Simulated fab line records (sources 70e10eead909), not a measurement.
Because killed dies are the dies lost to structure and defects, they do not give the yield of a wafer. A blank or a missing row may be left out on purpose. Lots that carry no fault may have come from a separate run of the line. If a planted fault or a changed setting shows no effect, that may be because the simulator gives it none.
A lot that was struck, set against a sound lot / flow nandHarc / 14 out of 1302 route steps
Sound: wafers L913.2, L913.4, L913.6. Wafers struck: L919.1, L919.2, L919.3. Last of all comes the cause.
Per side, at each step with rows, come the tool, then ch with its chambers, and then its first start. Under that, the readings that differ: sound wafers / struck wafers / difference of the means / sigmas: that difference in standard deviations of wafers without a fault.
alike: same words and numbers on both sides, and readings whose means sit less than 2 such deviations apart. not compared: any withheld reading, any reading some wafer has no value for, any bound like >300 that may hide the same value, and any number with overlapping values for which the record gives no deviation.
The two part at a step that has a row with sigmas, a row that says differs or no value, or rows on one side only. When numbers do not overlap yet have no deviation, they are printed without sigmas and do not part them. A reading that every wafer of one side lacks parts them only if that side has two wafers or more.

NHARC_A_CHANNEL_FILL_D2_ALD_03: deposits SiNx, target thk 6 nm, pulse time 60 s, ald cycles 58.
  sound on aldSinBatch-01 ch 0; struck on aldSinBatch-02 ch 0
  alike: precursorPulseHeightRel
then, 1 step without rows for these wafers: NHARC_A_CHANNEL_FILL_D2_ALD_14 (deposits SiO2, target thk 2.5 nm, pulse time 10 s, ald cycles 25).
NHARC_A_CHANNEL_FILL_D2_ALD_15: deposits SiNx, target thk 2 nm, pulse time 60 s, ald cycles 19.
  sound on aldSinBatch-01 ch 0; struck on aldSinBatch-02 ch 0
  alike: precursorPulseHeightRel
NHARC_A_CHANNEL_FILL_D2_ALD_16: deposits SiO2, target thk 1.5 nm, pulse time 10 s, ald cycles 15.
  sound on aldHk-03 ch 0,1,3, day 17 21:53; struck on aldHk-02 ch 1,2,3, day 19 23:08
  alike: heaterPowerW, precursorPulseHeightRel
then, 2 steps without rows for these wafers: NHARC_A_CHANNEL_FILL_D2_ANNEAL_17 (time 1800 s); NHARC_A_CHANNEL_FILL_D2_CVD_18 (deposits poly-Si, target thk 3 nm).
NHARC_A_CHANNEL_FILL_D2_ETCHBACK_19: etches the open film in HBr/Cl2, target depth 5 nm, time 1.7 s.
  sound on rieSi-03 ch 0,2, day 18 09:56; struck on rieSi-01 ch 1,2,3, day 20 11:36
  alike: drypumpMotorCurrentA, hbrFlowSccm, oesProductAu, throttleValvePct
  not compared: rfHoursCounterH
NHARC_A_CHANNEL_FILL_D2_ETCHBACK_20: etches the open film in C4F8/O2/Ar, target depth 27 nm, time 13.5 s.
  sound on rieDiel-08 ch 0,1,3, day 18 10:04; struck on rieDiel-04 ch 0,1,2, day 20 11:44
  alike: oesProductAu, rfVppV
  not compared: rfHoursCounterH
then, 4 steps without rows for these wafers: NHARC_A_CHANNEL_FILL_D2_STRIP_28 (strips in O2, time 20 s); NHARC_A_CHANNEL_FILL_D2_PRECLEAN_21 (cleans in dHF, time 30 s); NHARC_A_CHANNEL_FILL_D2_SRD_23; NHARC_A_CHANNEL_FILL_D2_CVD_05 (deposits poly-Si, target thk 5 nm).
NHARC_A_CHANNEL_FILL_D2_ANNEAL_22: time 7200 s.
  sound on furnace-01 ch 0, day 18 17:23; struck on furnace-01 ch 0, day 20 19:05
reading=spikeTcBottomC (C); sound=642.1 642.1 644.3; struck=673.4 673.8 672.5; difference=+30.4; sigmas=+16
reading=spikeTcCentreC (C); sound=618.8 620.0 620.4; struck=651.8 653.0 651.4; difference=+32.3; sigmas=+27
reading=spikeTcLowerC (C); sound=621.1 621.9 620.4; struck=651.6 652.3 650.6; difference=+30.4; sigmas=+28
reading=spikeTcTopC (C); sound=640.8 641.2 639.8; struck=669.9 669.5 669.9; difference=+29.2; sigmas=+11
reading=spikeTcUpperC (C); sound=616.9 619.1 620.4; struck=650.2 648.3 649.0; difference=+30.4; sigmas=+22
reading=tubeCenterTempC (C); sound=619.96 620.1 620.01; struck=650.7 650.65 650.66; difference=+30.6; sigmas=+99 or more
reading=tube_center_temp_C_max; sound=621.38 621.60 622.17; struck=651.99 652.18 651.94; difference=+30.32; sigmas=+99 or more
  alike: zonePowerLowerPct
-- the record jumps here: 10 days lie between the struck wafers' starts before and after (it left off in module A_CHANNEL_FILL_D2 and takes up again in module END, whose first step shown is number 1302 of the route) --
NHARC_END_SORT_01:
  sound on prober-01 ch 0, day 28 07:21; struck on prober-02 ch 0, day 30 17:29
  alike: killedAtArray, killedAtOther, killedAtPeriphery, killedDies, killedOpen, killedShort

WHERE THEY PART
NHARC_A_CHANNEL_FILL_D2_ANNEAL_22 only, going by this record. Later steps at which nothing parts them and some readings are alike: NHARC_END_SORT_01.

WHY: what the simulator had put in
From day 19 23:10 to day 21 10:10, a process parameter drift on furnace-01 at NHARC_A_CHANNEL_FILL_D2_ANNEAL_22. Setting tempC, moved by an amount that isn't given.
